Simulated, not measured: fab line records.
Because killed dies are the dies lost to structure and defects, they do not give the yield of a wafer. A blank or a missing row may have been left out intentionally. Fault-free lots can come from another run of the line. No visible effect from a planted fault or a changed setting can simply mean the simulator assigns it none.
fab line records	flow n5Finfet
record lots=7	wafers=39
route steps=1938 shown BEOL_M14@1753 MIM_TOP@1835
startH: start of the lot's first displayed wafer, in hours after the record's first day	waitH: hours since the lot's step before	" repeats the value in the row above	L1.1+2: a row that stands for several wafers	- either no value or no given start	* or withheld: withheld	< > ~ a bound
route shown NAME@n: NAME is a module with steps in the file, n the number in the route of the first one	usual: the fault-free wafers' mean and standard deviation	same: alike in all rows	chamber/n: place in a boat	sites: the reading at each site	_std_site: how widely they spread, as a standard deviation	_edge_site: mean of outer sites minus mean of inner sites	radiusMm: how far each site lies from the wafer's centre	mask NAME#n: copy n	behind: the most recent tool/chamber to have shaped the wafer	hold: the reason the lot was held/the length of the hold in hours/how it ended	device: whichever transistor did not switch (one of n, p or np)	end of line: tests of these same wafers at the route's end	a step without rows: its recipe alone	killed: not the wafer's yield, but the dies lost to structure and defects at the first sort	map: the dies of a wafer, with x for killed, . for not killed, _ for no die there
set.NAME: the setting as run; set.NAME@STEP: as run at that earlier step	model.NAME: the simulator's own value behind a step, which no gauge read
lots run with intentionally changed settings; tables by step, rows by wafer
## steps
# step N5_BEOL_M14_TRENCH_ETCH_34
# recipe chemistry=C4F8/O2/Ar	target=SiO2	targetDepthA=5566.5	maskMaterial=SOC	heInnerTorr=15	heOuterTorr=30	timeS=126.9	ionEnergyEv=800	pressureMtorr=20	sourceW=1905	biasW=2040	Ar_flow_sccm=400	C4F8_flow_sccm=16	O2_flow_sccm=12
lot.wafer	tool	chamber	startH	waitH	set.timeS	model.etch.depthNm
L074.1	rieDiel-02	0	243.23	0.0	171.7	754.8
L074.2	"	2	"	"	171.7	775.4
L074.3	"	3	"	"	126.9	564.9
L074.4	"	1	"	"	171.7	735.2
L074.5	"	1	"	"	126.9	545
L074.6	"	0	"	"	126.9	558.1
L075.1	rieDiel-02	2	254.11	0.0	126.9	567.1
L075.2	"	1	"	"	166.1	701.1
L075.3	"	3	"	"	126.9	555
L075.4	"	0	"	"	166.1	721.6
L075.5	"	2	"	"	166.1	748.5
L075.6	"	3	"	"	126.9	558.6
L082.1	rieDiel-02	0	329.26	0.0	126.9	548.6
L082.4	"	0	"	"	126.9	551.8
L082.5	"	3	"	"	126.9	561.9
L085.1	rieDiel-06	2	329.60	0.0	126.9	558.6
L085.2	"	0	"	"	126.9	567.3
L085.3	"	3	"	"	63.8	297.5
L085.4	"	0	"	"	63.8	285.8
L085.5	"	3	"	"	63.8	295.6
L085.6	"	2	"	"	126.9	558.5
L088.1	rieDiel-01	3	352.19	0.0	126.9	546.3
L088.2	"	1	"	"	76.83	344.2
L088.3	"	0	"	"	76.83	345.9
L088.4	"	3	"	"	126.9	545.1
L088.5	"	1	"	"	126.9	565.4
L088.6	"	0	"	"	76.83	343.9
L091.1	rieDiel-06	3	359.94	0.0	53.58	249.2
L091.2	"	1	"	"	126.9	577.5
L091.3	"	0	"	"	53.58	241.7
L091.4	"	2	"	"	126.9	557
L091.5	"	3	"	"	126.9	588.7
L091.6	"	2	"	"	53.58	234.5
L095.1	rieDiel-01	0	393.78	0.0	126.9	570.1
L095.2	"	1	"	"	126.9	577.3
L095.3	"	3	"	"	62.54	268.7
L095.4	"	2	"	"	62.54	282.5
L095.5	"	2	"	"	62.54	283.5
L095.6	"	1	"	"	126.9	576.2
# step N5_BEOL_M14_STRIP_70
# recipe chemistry=C4F8/O2/Ar	resist=SiARC	rfFrequencyHz=6e+07
# step N5_BEOL_M14_OCD_MEAS_35
# usual trenchDepthNm=563/14
lot.wafer	tool	chamber	startH	waitH	set.timeS@BEOL_M14_TRENCH_ETCH_34	trenchDepthNm
L074.1	ocd-02	-	243.38	0.0	171.7	755
L074.2	"	-	"	"	171.7	776
L074.3	"	-	"	"	126.9	565
L074.4	"	-	"	"	171.7	735
L074.5	"	-	"	"	126.9	545
L074.6	"	-	"	"	126.9	558
L075.1	ocd-02	-	254.26	0.0	126.9	-
L075.2	"	-	"	"	166.1	701
L075.3	"	-	"	"	126.9	555
L075.4	"	-	"	"	166.1	-
L075.5	"	-	"	"	166.1	-
L075.6	"	-	"	"	126.9	559
L082.1	ocd-01	-	329.42	0.0	126.9	549
L082.4	"	-	"	"	126.9	551
L082.5	"	-	"	"	126.9	562
L085.1	ocd-01	-	329.76	0.0	126.9	558
L085.2	"	-	"	"	126.9	567
L085.3	"	-	"	"	63.8	298
L085.4	"	-	"	"	63.8	286
L085.5	"	-	"	"	63.8	295
L085.6	"	-	"	"	126.9	558
L088.1	ocd-02	-	352.34	0.0	126.9	546
L088.2	"	-	"	"	76.83	344
L088.3	"	-	"	"	76.83	346
L088.4	"	-	"	"	126.9	545
L088.5	"	-	"	"	126.9	565
L088.6	"	-	"	"	76.83	344
L091.1	ocd-01	-	360.09	0.0	53.58	249
L091.2	"	-	"	"	126.9	578
L091.3	"	-	"	"	53.58	242
L091.4	"	-	"	"	126.9	557
L091.5	"	-	"	"	126.9	588
L091.6	"	-	"	"	53.58	234
L095.1	ocd-01	-	393.94	0.0	126.9	570
L095.2	"	-	"	"	126.9	577
L095.3	"	-	"	"	62.54	269
L095.4	"	-	"	"	62.54	282
L095.5	"	-	"	"	62.54	283
L095.6	"	-	"	"	126.9	576
# step N5_BEOL_M14_STRIP_37
# recipe chemistry=O2	powerW=600	tempC=60	pressureMtorr=30	rfFrequencyHz=6e+07	biasPowerW=0	overashFraction=0.3	o2FlowSccm=225
# step N5_BEOL_M14_ETCH_38
# recipe chemistry=CF4/N2	target=SiCN	targetDepthA=1065	taperDeg=2	timeS=120.6	ionEnergyEv=150	maskMaterial=SiO2	pressureMtorr=40	sourceW=430	biasW=70	Ar_flow_sccm=100	cf4FlowSccm=60	n2FlowSccm=60
# step N5_BEOL_M14_ECD_47
# recipe material=Cu	targetThkA=12480
# step N5_BEOL_M14_ANNEAL_48
# recipe tempC=225	timeS=90	ambient=N2
# step N5_BEOL_M14_CMP_49
# recipe stopOn=SiO2	tOverpolishS=5.2	downForcePsi=2	platenRpm=80	clearingPlatenDownForcePsi=2	clearingPlatenRpm=80	postCmpClean=cuAlkaline	targetThkNm=560	clearingPlatenPadVelocityMS=1.5917	padVelocityMS=1.5917
lot.wafer	tool	chamber	startH	waitH	set.timeS@BEOL_M14_TRENCH_ETCH_34	model.Cu_of_BEOL_M14_ECD_47.thkNm
L074.1	cmp-04	1	245.83	0.5	171.7	759.2
L074.4	"	2	"	"	171.7	738.2
L074.3	"	3	"	"	126.9	568
L074.2	"	0	"	"	171.7	778.8
L074.5	"	1	"	"	126.9	549.6
L074.6	"	2	"	"	126.9	561.2
L075.3	cmp-02	1	257.44	0.2	126.9	560.2
L075.2	"	2	"	"	166.1	704.8
L075.1	"	3	"	"	126.9	570.6
L075.4	"	0	"	"	166.1	727.4
L075.6	"	1	"	"	126.9	563.8
L075.5	"	2	"	"	166.1	754
L082.4	cmp-02	0	331.07	0.3	126.9	555
L082.1	"	1	"	"	126.9	552.4
L082.5	"	3	"	"	126.9	564.2
L085.3	cmp-02	1	331.48	0.3	63.8	303.8
L085.4	"	2	"	"	63.8	290.8
L085.1	"	3	"	"	126.9	563.4
L085.2	"	0	"	"	126.9	572.6
L085.6	"	1	"	"	126.9	563.8
L085.5	"	2	"	"	63.8	299.2
L088.3	cmp-04	1	355.92	0.2	76.83	349.8
L088.1	"	2	"	"	126.9	549.4
L088.4	"	3	"	"	126.9	549
L088.2	"	0	"	"	76.83	348.6
L088.5	"	1	"	"	126.9	570
L088.6	"	2	"	"	76.83	347.4
L091.4	cmp-02	1	361.64	0.1	126.9	559.4
L091.1	"	2	"	"	53.58	250.2
L091.2	"	3	"	"	126.9	578.6
L091.3	"	0	"	"	53.58	244.4
L091.6	"	1	"	"	53.58	236.4
L091.5	"	2	"	"	126.9	591.8
L095.1	cmp-02	0	395.52	0.3	126.9	573.2
L095.3	"	1	"	"	62.54	273
L095.2	"	2	"	"	126.9	580.2
L095.4	"	3	"	"	62.54	284.2
L095.6	"	0	"	"	126.9	579.8
L095.5	"	1	"	"	62.54	288.2
# step N5_BEOL_M14_THK_MEAS_50
# recipe thkMeasGauge=xrf	reads=Cu_of_BEOL_M14_ECD_47
# usual M14_THK=563/15
lot.wafer	tool	chamber	startH	waitH	set.timeS@BEOL_M14_TRENCH_ETCH_34	M14_THK[nm]
L074.1	filmMetro-01	-	246.13	-	171.7	758
L074.2	"	-	"	"	171.7	781
L074.3	"	-	"	"	126.9	568
L074.4	"	-	"	"	171.7	739
L074.5	"	-	"	"	126.9	550
L074.6	"	-	"	"	126.9	564
L075.1	filmMetro-01	-	257.74	-	126.9	-
L075.2	"	-	"	"	166.1	701
L075.3	"	-	"	"	126.9	559
L075.4	"	-	"	"	166.1	-
L075.5	"	-	"	"	166.1	-
L075.6	"	-	"	"	126.9	559
L082.1	filmMetro-02	-	331.33	-	126.9	543
L082.4	"	-	"	"	126.9	545
L082.5	"	-	"	"	126.9	553
L085.1	filmMetro-01	-	331.78	-	126.9	564
L085.2	"	-	"	"	126.9	578
L085.3	"	-	"	"	63.8	305
L085.4	"	-	"	"	63.8	293
L085.5	"	-	"	"	63.8	300
L085.6	"	-	"	"	126.9	566
L088.1	filmMetro-01	-	356.21	-	126.9	548
L088.2	"	-	"	"	76.83	348
L088.3	"	-	"	"	76.83	348
L088.4	"	-	"	"	126.9	548
L088.5	"	-	"	"	126.9	569
L088.6	"	-	"	"	76.83	348
L091.1	filmMetro-02	-	361.94	-	53.58	249
L091.2	"	-	"	"	126.9	576
L091.3	"	-	"	"	53.58	244
L091.4	"	-	"	"	126.9	555
L091.5	"	-	"	"	126.9	587
L091.6	"	-	"	"	53.58	235
L095.1	filmMetro-01	-	395.81	-	126.9	571
L095.2	"	-	"	"	126.9	578
L095.3	"	-	"	"	62.54	272
L095.4	"	-	"	"	62.54	283
L095.5	"	-	"	"	62.54	286
L095.6	"	-	"	"	126.9	577
# step N5_BEOL_M14_PRE_CLEAN_52
# recipe gas=NH3	timeS=15	tempC=withheld	rfPowerW=300
# step N5_BEOL_M14_DEP_53
# recipe material=SiCN	targetThkA=500	tempC=withheld	precursor=3MS/NH3	pressureTorr=3	rfW=675	timeS=17.8
# step N5_BEOL_M14_RS_MEAS_54
# recipe thkMeasGauge=four-point-probe	reads=Cu_of_BEOL_M14_ECD_47+Ta_of_BEOL_M14_SPUTTER_44+TaN_of_BEOL_M14_SPUTTER_43
# usual M14_RS=0.0329/0.00083
lot.wafer	tool	chamber	startH	waitH	set.timeS@BEOL_M14_TRENCH_ETCH_34	M14_RS[ohm/sq]
L074.1	filmMetro-01	-	246.26	0.0	171.7	0.0243
L074.2	"	-	"	"	171.7	0.0237
L074.3	"	-	"	"	126.9	0.0328
L074.4	"	-	"	"	171.7	0.0250
L074.5	"	-	"	"	126.9	0.0339
L074.6	"	-	"	"	126.9	0.0332
L075.1	filmMetro-02	-	257.90	0.1	126.9	-
L075.2	"	-	"	"	166.1	0.0262
L075.3	"	-	"	"	126.9	0.0332
L075.4	"	-	"	"	166.1	-
L075.5	"	-	"	"	166.1	-
L075.6	"	-	"	"	126.9	0.0330
L082.1	filmMetro-02	-	331.46	0.0	126.9	0.0336
L082.4	"	-	"	"	126.9	0.0336
L082.5	"	-	"	"	126.9	0.0330
L085.1	filmMetro-02	-	331.91	0.0	126.9	0.0331
L085.2	"	-	"	"	126.9	0.0325
L085.3	"	-	"	"	63.8	0.0625
L085.4	"	-	"	"	63.8	0.0654
L085.5	"	-	"	"	63.8	0.0636
L085.6	"	-	"	"	126.9	0.0330
L088.1	filmMetro-01	-	356.34	0.0	126.9	0.0339
L088.2	"	-	"	"	76.83	0.0541
L088.3	"	-	"	"	76.83	0.0540
L088.4	"	-	"	"	126.9	0.0339
L088.5	"	-	"	"	126.9	0.0326
L088.6	"	-	"	"	76.83	0.0544
L091.1	filmMetro-01	-	362.10	0.1	53.58	0.0767
L091.2	"	-	"	"	126.9	0.0321
L091.3	"	-	"	"	53.58	0.0785
L091.4	"	-	"	"	126.9	0.0333
L091.5	"	-	"	"	126.9	0.0314
L091.6	"	-	"	"	53.58	0.0815
L095.1	filmMetro-01	-	395.94	0.0	126.9	0.0324
L095.2	"	-	"	"	126.9	0.0321
L095.3	"	-	"	"	62.54	0.0700
L095.4	"	-	"	"	62.54	0.0671
L095.5	"	-	"	"	62.54	0.0661
L095.6	"	-	"	"	126.9	0.0320
# step N5_MIM_TOP_ALD_01
# recipe material=HfO2	targetThkA=56	tempC=withheld	aldPrecursorFamily=Hf-amide	aldCoReactant=O3	pulseTimeS=1	purgeTimeS=3	coReactantPurgeTimeS=2	coReactantPulseTimeS=3	aldCycles=62
lot.wafer	tool	chamber	startH	waitH	set.aldCycles	model.HfO2_of_MIM_TOP_ALD_01.thkNm
L074.1+4+6	aldHk-03	1,2,2	-	-	99	9
L074.2+3+5	"	0,3,3	"	"	62	5.6
L075.1+4+6	aldHk-01	3,1,3	-	-	92	8.2
L075.2+3+5	"	2,0,2	"	"	62	5.6
L082.1+4+5	aldHk-03	3,1,2	-	-	62	5.6
L085.1+4+6	aldHk-02	1,0,1	-	-	62	5.6
L085.2+3	"	2,3	"	"	39	3.6
L085.5	"	0	"	"	39	3.4
L088.1	aldHk-01	3	-	-	48	4.2
L088.2+3	"	1,2	"	"	48	4.4
L088.4+5+6	"	0,3,2	"	"	62	5.6
L091.1+2+5	aldHk-01	0,2,1	-	-	62	5.6
L091.3+4+6	"	3,1,0	"	"	73	6.6
L095.1+2+3	aldHk-03	1,3,0	-	-	62	5.6
L095.4+6	"	2,0	"	"	96	8.6
L095.5	"	3	"	"	96	8.8
## key
split step=N5_BEOL_M14_TRENCH_ETCH_34	setting=timeS	stated=126.9	by=wafer
response step=N5_BEOL_M14_TRENCH_ETCH_34	reading=model.etch.depthNm	change=+5.59	per=1%	r=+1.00
response step=N5_BEOL_M14_OCD_MEAS_35	reading=trenchDepthNm	change=+5.58	per=1%	r=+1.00
response step=N5_BEOL_M14_CMP_49	reading=model.Cu_of_BEOL_M14_ECD_47.thkNm	change=+5.59	per=1%	r=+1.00
response step=N5_BEOL_M14_THK_MEAS_50	reading=M14_THK	change=+5.57	per=1%	r=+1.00
response step=N5_BEOL_M14_RS_MEAS_54	reading=M14_RS	change=-0.000626	per=1%	r=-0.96
split step=N5_MIM_TOP_ALD_01	setting=aldCycles	stated=62	by=wafer
response step=N5_MIM_TOP_ALD_01	reading=model.HfO2_of_MIM_TOP_ALD_01.thkNm	change=+0.0558	per=1%	r=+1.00
